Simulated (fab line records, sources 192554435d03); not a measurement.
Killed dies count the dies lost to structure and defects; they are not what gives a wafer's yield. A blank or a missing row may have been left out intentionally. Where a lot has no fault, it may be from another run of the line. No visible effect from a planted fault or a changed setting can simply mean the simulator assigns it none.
fab line records || flow n5_finfet
record: {"lots": 7, "wafers": 39}
route steps=1938 shown BEOL_M15@1808
start_h: hours from the record's first day to the start of the lot's first wafer shown || wait_h: hours elapsed since this lot's preceding step || " unchanged from the row above || L1.1+2: several wafers, shown together as one row || - value missing, or start not given || * or withheld: withheld || < > ~ a bound
route shown NAME@n: NAME is a module with steps in the file, n the number in the route of the first one || usual: mean and standard deviation over wafers with no fault || same: alike in all rows || chamber/n: place in a boat || sites: per-site readings || _std_site: how widely they spread, as a standard deviation || _edge_site: inner sites' mean taken away from outer sites' mean || radius_mm: for every site, how far away it sits from the centre of the wafer || mask NAME#n: copy n || behind: the tool/chamber that last shaped the wafer || hold: why the lot was held/for how many hours/how that ended || device: transistor that didn't switch, given as n, p or np || end of line: tests of these same wafers at the route's end || a step given without rows: its recipe and nothing more || killed: dies that structure and defects cost at the first sort, which is not the same as the wafer's yield || map: shows each die of a wafer: x if killed, . if not, _ if none is there
set.NAME: setting as actually run; set.NAME@STEP: the setting as run at that earlier step || model.NAME: the simulator's own value behind a step, which no gauge read
lots whose settings were changed on purpose; a table a step, a row a wafer
== steps ==
step: N5_BEOL_M15_ETCH_61
recipe: {"chemistry": "N2/H2", "target": "BARC", "target_depth_a": 890, "overetch_a": 267, "time_s": 67.9, "ion_energy_ev": 200, "pressure_mtorr": 30, "source_w": 840, "bias_w": 150, "n2_flow_sccm": 200, "h2_flow_sccm": 200}
{"lot.wafer": "L074.1", "tool": "rie_diel-06", "chamber": 3, "start_h": 275.18, "wait_h": 0.0, "set.time_s": 35.18, "model.etch.depth_nm": 57.15, "model.coat_of_BEOL_M15_COAT_22.thk_nm": 754.4, "model.BEOL_M15.cd_nm": 391.8}
{"lot.wafer": "L074.2", "tool": "rie_diel-06", "chamber": 1, "start_h": 275.18, "wait_h": 0.0, "set.time_s": 67.9, "model.etch.depth_nm": 89.12, "model.coat_of_BEOL_M15_COAT_22.thk_nm": 723.4, "model.BEOL_M15.cd_nm": 396}
{"lot.wafer": "L074.3", "tool": "rie_diel-06", "chamber": 2, "start_h": 275.18, "wait_h": 0.0, "set.time_s": 67.9, "model.etch.depth_nm": 89.06, "model.coat_of_BEOL_M15_COAT_22.thk_nm": 719.6, "model.BEOL_M15.cd_nm": 397.4}
{"lot.wafer": "L074.4", "tool": "rie_diel-06", "chamber": 0, "start_h": 275.18, "wait_h": 0.0, "set.time_s": 35.18, "model.etch.depth_nm": 60.37, "model.coat_of_BEOL_M15_COAT_22.thk_nm": 753.2, "model.BEOL_M15.cd_nm": 392}
{"lot.wafer": "L074.5", "tool": "rie_diel-06", "chamber": 0, "start_h": 275.18, "wait_h": 0.0, "set.time_s": 35.18, "model.etch.depth_nm": 60.67, "model.coat_of_BEOL_M15_COAT_22.thk_nm": 752, "model.BEOL_M15.cd_nm": 390}
{"lot.wafer": "L074.6", "tool": "rie_diel-06", "chamber": 1, "start_h": 275.18, "wait_h": 0.0, "set.time_s": 67.9, "model.etch.depth_nm": 89.22, "model.coat_of_BEOL_M15_COAT_22.thk_nm": 726, "model.BEOL_M15.cd_nm": 396.8}
{"lot.wafer": "L075.1", "tool": "rie_diel-03", "chamber": 1, "start_h": 275.87, "wait_h": 0.0, "set.time_s": 67.9, "model.etch.depth_nm": 88.38, "model.coat_of_BEOL_M15_COAT_22.thk_nm": 717, "model.BEOL_M15.cd_nm": 398.4}
{"lot.wafer": "L075.2", "tool": "rie_diel-03", "chamber": 0, "start_h": 275.87, "wait_h": 0.0, "set.time_s": 30.84, "model.etch.depth_nm": 53.96, "model.coat_of_BEOL_M15_COAT_22.thk_nm": 746.6, "model.BEOL_M15.cd_nm": 392}
{"lot.wafer": "L075.3", "tool": "rie_diel-03", "chamber": 2, "start_h": 275.87, "wait_h": 0.0, "set.time_s": 67.9, "model.etch.depth_nm": 88.55, "model.coat_of_BEOL_M15_COAT_22.thk_nm": 712.8, "model.BEOL_M15.cd_nm": 398}
{"lot.wafer": "L075.4", "tool": "rie_diel-03", "chamber": 3, "start_h": 275.87, "wait_h": 0.0, "set.time_s": 67.9, "model.etch.depth_nm": 88.52, "model.coat_of_BEOL_M15_COAT_22.thk_nm": 716.4, "model.BEOL_M15.cd_nm": 398.4}
{"lot.wafer": "L075.5", "tool": "rie_diel-03", "chamber": 1, "start_h": 275.87, "wait_h": 0.0, "set.time_s": 30.84, "model.etch.depth_nm": 49.7, "model.coat_of_BEOL_M15_COAT_22.thk_nm": 748.6, "model.BEOL_M15.cd_nm": 390.2}
{"lot.wafer": "L075.6", "tool": "rie_diel-03", "chamber": 0, "start_h": 275.87, "wait_h": 0.0, "set.time_s": 30.84, "model.etch.depth_nm": 54.1, "model.coat_of_BEOL_M15_COAT_22.thk_nm": 747.2, "model.BEOL_M15.cd_nm": 392.6}
{"lot.wafer": "L082.1", "tool": "rie_diel-06", "chamber": 0, "start_h": 309.24, "wait_h": 0.0, "set.time_s": 47.55, "model.etch.depth_nm": 82.04, "model.coat_of_BEOL_M15_COAT_22.thk_nm": 737, "model.BEOL_M15.cd_nm": 389.6}
{"lot.wafer": "L082.2", "tool": "rie_diel-06", "chamber": 2, "start_h": 309.24, "wait_h": 0.0, "set.time_s": 67.9, "model.etch.depth_nm": 88.68, "model.coat_of_BEOL_M15_COAT_22.thk_nm": 718.2, "model.BEOL_M15.cd_nm": 396.8}
{"lot.wafer": "L082.3", "tool": "rie_diel-06", "chamber": 3, "start_h": 309.24, "wait_h": 0.0, "set.time_s": 67.9, "model.etch.depth_nm": 88.76, "model.coat_of_BEOL_M15_COAT_22.thk_nm": 722.4, "model.BEOL_M15.cd_nm": 398.4}
{"lot.wafer": "L082.4", "tool": "rie_diel-06", "chamber": 1, "start_h": 309.24, "wait_h": 0.0, "set.time_s": 47.55, "model.etch.depth_nm": 75.66, "model.coat_of_BEOL_M15_COAT_22.thk_nm": 741.4, "model.BEOL_M15.cd_nm": 393.6}
{"lot.wafer": "L082.5", "tool": "rie_diel-06", "chamber": 3, "start_h": 309.24, "wait_h": 0.0, "set.time_s": 47.55, "model.etch.depth_nm": 77.82, "model.coat_of_BEOL_M15_COAT_22.thk_nm": 738.4, "model.BEOL_M15.cd_nm": 393.6}
{"lot.wafer": "L082.6", "tool": "rie_diel-06", "chamber": 2, "start_h": 309.24, "wait_h": 0.0, "set.time_s": 67.9, "model.etch.depth_nm": 89.14, "model.coat_of_BEOL_M15_COAT_22.thk_nm": 718.2, "model.BEOL_M15.cd_nm": 396.8}
{"lot.wafer": "L080.1", "tool": "rie_diel-03", "chamber": 3, "start_h": 316.57, "wait_h": 0.0, "set.time_s": 40.37, "model.etch.depth_nm": 66.57, "model.coat_of_BEOL_M15_COAT_22.thk_nm": 747, "model.BEOL_M15.cd_nm": 390.4}
{"lot.wafer": "L080.2", "tool": "rie_diel-03", "chamber": 2, "start_h": 316.57, "wait_h": 0.0, "set.time_s": 40.37, "model.etch.depth_nm": 71.23, "model.coat_of_BEOL_M15_COAT_22.thk_nm": 744.6, "model.BEOL_M15.cd_nm": 391.2}
{"lot.wafer": "L080.3", "tool": "rie_diel-03", "chamber": 0, "start_h": 316.57, "wait_h": 0.0, "set.time_s": 67.9, "model.etch.depth_nm": 89.14, "model.coat_of_BEOL_M15_COAT_22.thk_nm": 718.4, "model.BEOL_M15.cd_nm": 396.8}
{"lot.wafer": "L080.4", "tool": "rie_diel-03", "chamber": 0, "start_h": 316.57, "wait_h": 0.0, "set.time_s": 67.9, "model.etch.depth_nm": 89.02, "model.coat_of_BEOL_M15_COAT_22.thk_nm": 719.8, "model.BEOL_M15.cd_nm": 395.8}
{"lot.wafer": "L080.5", "tool": "rie_diel-03", "chamber": 2, "start_h": 316.57, "wait_h": 0.0, "set.time_s": 67.9, "model.etch.depth_nm": 88.9, "model.coat_of_BEOL_M15_COAT_22.thk_nm": 717.6, "model.BEOL_M15.cd_nm": 396.4}
{"lot.wafer": "L080.6", "tool": "rie_diel-03", "chamber": 3, "start_h": 316.57, "wait_h": 0.0, "set.time_s": 40.37, "model.etch.depth_nm": 66.55, "model.coat_of_BEOL_M15_COAT_22.thk_nm": 747.6, "model.BEOL_M15.cd_nm": 390.2}
{"lot.wafer": "L086.2", "tool": "rie_diel-03", "chamber": 3, "start_h": 330.02, "wait_h": 0.0, "set.time_s": 67.9, "model.etch.depth_nm": 89.25, "model.coat_of_BEOL_M15_COAT_22.thk_nm": 720.6, "model.BEOL_M15.cd_nm": 401}
{"lot.wafer": "L086.3", "tool": "rie_diel-03", "chamber": 0, "start_h": 330.02, "wait_h": 0.0, "set.time_s": 67.9, "model.etch.depth_nm": 88.93, "model.coat_of_BEOL_M15_COAT_22.thk_nm": 716, "model.BEOL_M15.cd_nm": 403}
{"lot.wafer": "L086.4", "tool": "rie_diel-03", "chamber": 1, "start_h": 330.02, "wait_h": 0.0, "set.time_s": 67.9, "model.etch.depth_nm": 89.35, "model.coat_of_BEOL_M15_COAT_22.thk_nm": 720.8, "model.BEOL_M15.cd_nm": 401}
{"lot.wafer": "L090.1", "tool": "rie_diel-04", "chamber": 3, "start_h": 346.88, "wait_h": 0.0, "set.time_s": 67.9, "model.etch.depth_nm": 89.35, "model.coat_of_BEOL_M15_COAT_22.thk_nm": 721.2, "model.BEOL_M15.cd_nm": 403.4}
{"lot.wafer": "L090.2", "tool": "rie_diel-04", "chamber": 2, "start_h": 346.88, "wait_h": 0.0, "set.time_s": 67.9, "model.etch.depth_nm": 89.55, "model.coat_of_BEOL_M15_COAT_22.thk_nm": 716.8, "model.BEOL_M15.cd_nm": 399}
{"lot.wafer": "L090.3", "tool": "rie_diel-04", "chamber": 0, "start_h": 346.88, "wait_h": 0.0, "set.time_s": 67.9, "model.etch.depth_nm": 89.07, "model.coat_of_BEOL_M15_COAT_22.thk_nm": 720.4, "model.BEOL_M15.cd_nm": 398.8}
{"lot.wafer": "L090.4", "tool": "rie_diel-04", "chamber": 1, "start_h": 346.88, "wait_h": 0.0, "set.time_s": 67.9, "model.etch.depth_nm": 89.24, "model.coat_of_BEOL_M15_COAT_22.thk_nm": 719.6, "model.BEOL_M15.cd_nm": 399.8}
{"lot.wafer": "L090.5", "tool": "rie_diel-04", "chamber": 1, "start_h": 346.88, "wait_h": 0.0, "set.time_s": 67.9, "model.etch.depth_nm": 89.23, "model.coat_of_BEOL_M15_COAT_22.thk_nm": 721.6, "model.BEOL_M15.cd_nm": 400.6}
{"lot.wafer": "L090.6", "tool": "rie_diel-04", "chamber": 2, "start_h": 346.88, "wait_h": 0.0, "set.time_s": 67.9, "model.etch.depth_nm": 89.33, "model.coat_of_BEOL_M15_COAT_22.thk_nm": 716.4, "model.BEOL_M15.cd_nm": 401.6}
{"lot.wafer": "L089.1", "tool": "rie_diel-06", "chamber": 1, "start_h": 359.46, "wait_h": 0.0, "set.time_s": 88.76, "model.etch.depth_nm": 88.72, "model.coat_of_BEOL_M15_COAT_22.thk_nm": 703, "model.BEOL_M15.cd_nm": 402.2}
{"lot.wafer": "L089.2", "tool": "rie_diel-06", "chamber": 0, "start_h": 359.46, "wait_h": 0.0, "set.time_s": 88.76, "model.etch.depth_nm": 89.01, "model.coat_of_BEOL_M15_COAT_22.thk_nm": 697.8, "model.BEOL_M15.cd_nm": 403.4}
{"lot.wafer": "L089.3", "tool": "rie_diel-06", "chamber": 2, "start_h": 359.46, "wait_h": 0.0, "set.time_s": 88.76, "model.etch.depth_nm": 89.11, "model.coat_of_BEOL_M15_COAT_22.thk_nm": 699, "model.BEOL_M15.cd_nm": 401.4}
{"lot.wafer": "L089.4", "tool": "rie_diel-06", "chamber": 2, "start_h": 359.46, "wait_h": 0.0, "set.time_s": 67.9, "model.etch.depth_nm": 89.07, "model.coat_of_BEOL_M15_COAT_22.thk_nm": 715.6, "model.BEOL_M15.cd_nm": 399.8}
{"lot.wafer": "L089.5", "tool": "rie_diel-06", "chamber": 0, "start_h": 359.46, "wait_h": 0.0, "set.time_s": 67.9, "model.etch.depth_nm": 88.9, "model.coat_of_BEOL_M15_COAT_22.thk_nm": 716.2, "model.BEOL_M15.cd_nm": 401.6}
{"lot.wafer": "L089.6", "tool": "rie_diel-06", "chamber": 1, "start_h": 359.46, "wait_h": 0.0, "set.time_s": 67.9, "model.etch.depth_nm": 88.64, "model.coat_of_BEOL_M15_COAT_22.thk_nm": 721.4, "model.BEOL_M15.cd_nm": 401}
step: N5_BEOL_M15_TRENCH_ETCH_34
recipe: {"chemistry": "C4F8/O2/Ar", "target": "SiO2", "target_depth_a": 8729.3, "he_inner_torr": 15, "he_outer_torr": 30, "time_s": 199, "ion_energy_ev": 800, "pressure_mtorr": 20, "source_w": 1905, "bias_w": 2040, "Ar_flow_sccm": 400, "C4F8_flow_sccm": 16, "O2_flow_sccm": 12}
{"lot.wafer": "L074.1", "tool": "rie_diel-06", "chamber": 3, "start_h": 275.23, "wait_h": 0.0, "set.time_s@BEOL_M15_ETCH_61": 35.18, "model.coat_of_BEOL_M15_COAT_22.thk_nm": 584}
{"lot.wafer": "L074.2", "tool": "rie_diel-06", "chamber": 1, "start_h": 275.23, "wait_h": 0.0, "set.time_s@BEOL_M15_ETCH_61": 67.9, "model.coat_of_BEOL_M15_COAT_22.thk_nm": 555.2}
{"lot.wafer": "L074.3", "tool": "rie_diel-06", "chamber": 2, "start_h": 275.23, "wait_h": 0.0, "set.time_s@BEOL_M15_ETCH_61": 67.9, "model.coat_of_BEOL_M15_COAT_22.thk_nm": 545.2}
{"lot.wafer": "L074.4", "tool": "rie_diel-06", "chamber": 0, "start_h": 275.23, "wait_h": 0.0, "set.time_s@BEOL_M15_ETCH_61": 35.18, "model.coat_of_BEOL_M15_COAT_22.thk_nm": 578.2}
{"lot.wafer": "L074.5", "tool": "rie_diel-06", "chamber": 0, "start_h": 275.23, "wait_h": 0.0, "set.time_s@BEOL_M15_ETCH_61": 35.18, "model.coat_of_BEOL_M15_COAT_22.thk_nm": 577.8}
{"lot.wafer": "L074.6", "tool": "rie_diel-06", "chamber": 1, "start_h": 275.23, "wait_h": 0.0, "set.time_s@BEOL_M15_ETCH_61": 67.9, "model.coat_of_BEOL_M15_COAT_22.thk_nm": 559.4}
{"lot.wafer": "L075.1", "tool": "rie_diel-03", "chamber": 1, "start_h": 275.92, "wait_h": 0.0, "set.time_s@BEOL_M15_ETCH_61": 67.9, "model.coat_of_BEOL_M15_COAT_22.thk_nm": 553.6}
{"lot.wafer": "L075.2", "tool": "rie_diel-03", "chamber": 0, "start_h": 275.92, "wait_h": 0.0, "set.time_s@BEOL_M15_ETCH_61": 30.84, "model.coat_of_BEOL_M15_COAT_22.thk_nm": 564.8}
{"lot.wafer": "L075.3", "tool": "rie_diel-03", "chamber": 2, "start_h": 275.92, "wait_h": 0.0, "set.time_s@BEOL_M15_ETCH_61": 67.9, "model.coat_of_BEOL_M15_COAT_22.thk_nm": 536.6}
{"lot.wafer": "L075.4", "tool": "rie_diel-03", "chamber": 3, "start_h": 275.92, "wait_h": 0.0, "set.time_s@BEOL_M15_ETCH_61": 67.9, "model.coat_of_BEOL_M15_COAT_22.thk_nm": 546.8}
{"lot.wafer": "L075.5", "tool": "rie_diel-03", "chamber": 1, "start_h": 275.92, "wait_h": 0.0, "set.time_s@BEOL_M15_ETCH_61": 30.84, "model.coat_of_BEOL_M15_COAT_22.thk_nm": 586.2}
{"lot.wafer": "L075.6", "tool": "rie_diel-03", "chamber": 0, "start_h": 275.92, "wait_h": 0.0, "set.time_s@BEOL_M15_ETCH_61": 30.84, "model.coat_of_BEOL_M15_COAT_22.thk_nm": 565.4}
{"lot.wafer": "L082.1", "tool": "rie_diel-06", "chamber": 0, "start_h": 309.29, "wait_h": 0.0, "set.time_s@BEOL_M15_ETCH_61": 47.55, "model.coat_of_BEOL_M15_COAT_22.thk_nm": 564.6}
{"lot.wafer": "L082.2", "tool": "rie_diel-06", "chamber": 2, "start_h": 309.29, "wait_h": 0.0, "set.time_s@BEOL_M15_ETCH_61": 67.9, "model.coat_of_BEOL_M15_COAT_22.thk_nm": 543.8}
{"lot.wafer": "L082.3", "tool": "rie_diel-06", "chamber": 3, "start_h": 309.29, "wait_h": 0.0, "set.time_s@BEOL_M15_ETCH_61": 67.9, "model.coat_of_BEOL_M15_COAT_22.thk_nm": 553.4}
{"lot.wafer": "L082.4", "tool": "rie_diel-06", "chamber": 1, "start_h": 309.29, "wait_h": 0.0, "set.time_s@BEOL_M15_ETCH_61": 47.55, "model.coat_of_BEOL_M15_COAT_22.thk_nm": 576}
{"lot.wafer": "L082.5", "tool": "rie_diel-06", "chamber": 3, "start_h": 309.29, "wait_h": 0.0, "set.time_s@BEOL_M15_ETCH_61": 47.55, "model.coat_of_BEOL_M15_COAT_22.thk_nm": 568.4}
{"lot.wafer": "L082.6", "tool": "rie_diel-06", "chamber": 2, "start_h": 309.29, "wait_h": 0.0, "set.time_s@BEOL_M15_ETCH_61": 67.9, "model.coat_of_BEOL_M15_COAT_22.thk_nm": 544.6}
{"lot.wafer": "L080.1", "tool": "rie_diel-03", "chamber": 3, "start_h": 316.62, "wait_h": 0.0, "set.time_s@BEOL_M15_ETCH_61": 40.37, "model.coat_of_BEOL_M15_COAT_22.thk_nm": 575.4}
{"lot.wafer": "L080.2", "tool": "rie_diel-03", "chamber": 2, "start_h": 316.62, "wait_h": 0.0, "set.time_s@BEOL_M15_ETCH_61": 40.37, "model.coat_of_BEOL_M15_COAT_22.thk_nm": 566.8}
{"lot.wafer": "L080.3", "tool": "rie_diel-03", "chamber": 0, "start_h": 316.62, "wait_h": 0.0, "set.time_s@BEOL_M15_ETCH_61": 67.9, "model.coat_of_BEOL_M15_COAT_22.thk_nm": 536.2}
{"lot.wafer": "L080.4", "tool": "rie_diel-03", "chamber": 0, "start_h": 316.62, "wait_h": 0.0, "set.time_s@BEOL_M15_ETCH_61": 67.9, "model.coat_of_BEOL_M15_COAT_22.thk_nm": 538.2}
{"lot.wafer": "L080.5", "tool": "rie_diel-03", "chamber": 2, "start_h": 316.62, "wait_h": 0.0, "set.time_s@BEOL_M15_ETCH_61": 67.9, "model.coat_of_BEOL_M15_COAT_22.thk_nm": 540}
{"lot.wafer": "L080.6", "tool": "rie_diel-03", "chamber": 3, "start_h": 316.62, "wait_h": 0.0, "set.time_s@BEOL_M15_ETCH_61": 40.37, "model.coat_of_BEOL_M15_COAT_22.thk_nm": 574.8}
{"lot.wafer": "L086.2", "tool": "rie_diel-03", "chamber": 3, "start_h": 330.07, "wait_h": 0.0, "set.time_s@BEOL_M15_ETCH_61": 67.9, "model.coat_of_BEOL_M15_COAT_22.thk_nm": 548.8}
{"lot.wafer": "L086.3", "tool": "rie_diel-03", "chamber": 0, "start_h": 330.07, "wait_h": 0.0, "set.time_s@BEOL_M15_ETCH_61": 67.9, "model.coat_of_BEOL_M15_COAT_22.thk_nm": 534.6}
{"lot.wafer": "L086.4", "tool": "rie_diel-03", "chamber": 1, "start_h": 330.07, "wait_h": 0.0, "set.time_s@BEOL_M15_ETCH_61": 67.9, "model.coat_of_BEOL_M15_COAT_22.thk_nm": 558}
{"lot.wafer": "L090.1", "tool": "rie_diel-04", "chamber": 3, "start_h": 346.93, "wait_h": 0.0, "set.time_s@BEOL_M15_ETCH_61": 67.9, "model.coat_of_BEOL_M15_COAT_22.thk_nm": 552.2}
{"lot.wafer": "L090.2", "tool": "rie_diel-04", "chamber": 2, "start_h": 346.93, "wait_h": 0.0, "set.time_s@BEOL_M15_ETCH_61": 67.9, "model.coat_of_BEOL_M15_COAT_22.thk_nm": 538}
{"lot.wafer": "L090.3", "tool": "rie_diel-04", "chamber": 0, "start_h": 346.93, "wait_h": 0.0, "set.time_s@BEOL_M15_ETCH_61": 67.9, "model.coat_of_BEOL_M15_COAT_22.thk_nm": 548.4}
{"lot.wafer": "L090.4", "tool": "rie_diel-04", "chamber": 1, "start_h": 346.93, "wait_h": 0.0, "set.time_s@BEOL_M15_ETCH_61": 67.9, "model.coat_of_BEOL_M15_COAT_22.thk_nm": 552}
{"lot.wafer": "L090.5", "tool": "rie_diel-04", "chamber": 1, "start_h": 346.93, "wait_h": 0.0, "set.time_s@BEOL_M15_ETCH_61": 67.9, "model.coat_of_BEOL_M15_COAT_22.thk_nm": 554}
{"lot.wafer": "L090.6", "tool": "rie_diel-04", "chamber": 2, "start_h": 346.93, "wait_h": 0.0, "set.time_s@BEOL_M15_ETCH_61": 67.9, "model.coat_of_BEOL_M15_COAT_22.thk_nm": 537.8}
{"lot.wafer": "L089.1", "tool": "rie_diel-06", "chamber": 1, "start_h": 359.51, "wait_h": 0.0, "set.time_s@BEOL_M15_ETCH_61": 88.76, "model.coat_of_BEOL_M15_COAT_22.thk_nm": 537}
{"lot.wafer": "L089.2", "tool": "rie_diel-06", "chamber": 0, "start_h": 359.51, "wait_h": 0.0, "set.time_s@BEOL_M15_ETCH_61": 88.76, "model.coat_of_BEOL_M15_COAT_22.thk_nm": 521}
{"lot.wafer": "L089.3", "tool": "rie_diel-06", "chamber": 2, "start_h": 359.51, "wait_h": 0.0, "set.time_s@BEOL_M15_ETCH_61": 88.76, "model.coat_of_BEOL_M15_COAT_22.thk_nm": 525.2}
{"lot.wafer": "L089.4", "tool": "rie_diel-06", "chamber": 2, "start_h": 359.51, "wait_h": 0.0, "set.time_s@BEOL_M15_ETCH_61": 67.9, "model.coat_of_BEOL_M15_COAT_22.thk_nm": 539.8}
{"lot.wafer": "L089.5", "tool": "rie_diel-06", "chamber": 0, "start_h": 359.51, "wait_h": 0.0, "set.time_s@BEOL_M15_ETCH_61": 67.9, "model.coat_of_BEOL_M15_COAT_22.thk_nm": 541.4}
{"lot.wafer": "L089.6", "tool": "rie_diel-06", "chamber": 1, "start_h": 359.51, "wait_h": 0.0, "set.time_s@BEOL_M15_ETCH_61": 67.9, "model.coat_of_BEOL_M15_COAT_22.thk_nm": 552.2}
== key ==
split: {"step": "N5_BEOL_M15_ETCH_61", "setting": "time_s", "stated": 67.9, "by": "wafer"}
response: {"step": "N5_BEOL_M15_ETCH_61", "reading": "model.etch.depth_nm", "shape": "bent", "at_lowest": 52.59, "at_stated": 89.02, "at_highest": 88.95}
response: {"step": "N5_BEOL_M15_ETCH_61", "reading": "model.coat_of_BEOL_M15_COAT_22.thk_nm", "change": -0.621, "per": "1%", "r": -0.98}
response: {"step": "N5_BEOL_M15_ETCH_61", "reading": "model.BEOL_M15.cd_nm", "change": "+0.12", "per": "1%", "r": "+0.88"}
response: {"step": "N5_BEOL_M15_TRENCH_ETCH_34", "reading": "model.coat_of_BEOL_M15_COAT_22.thk_nm", "change": -0.604, "per": "1%", "r": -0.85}
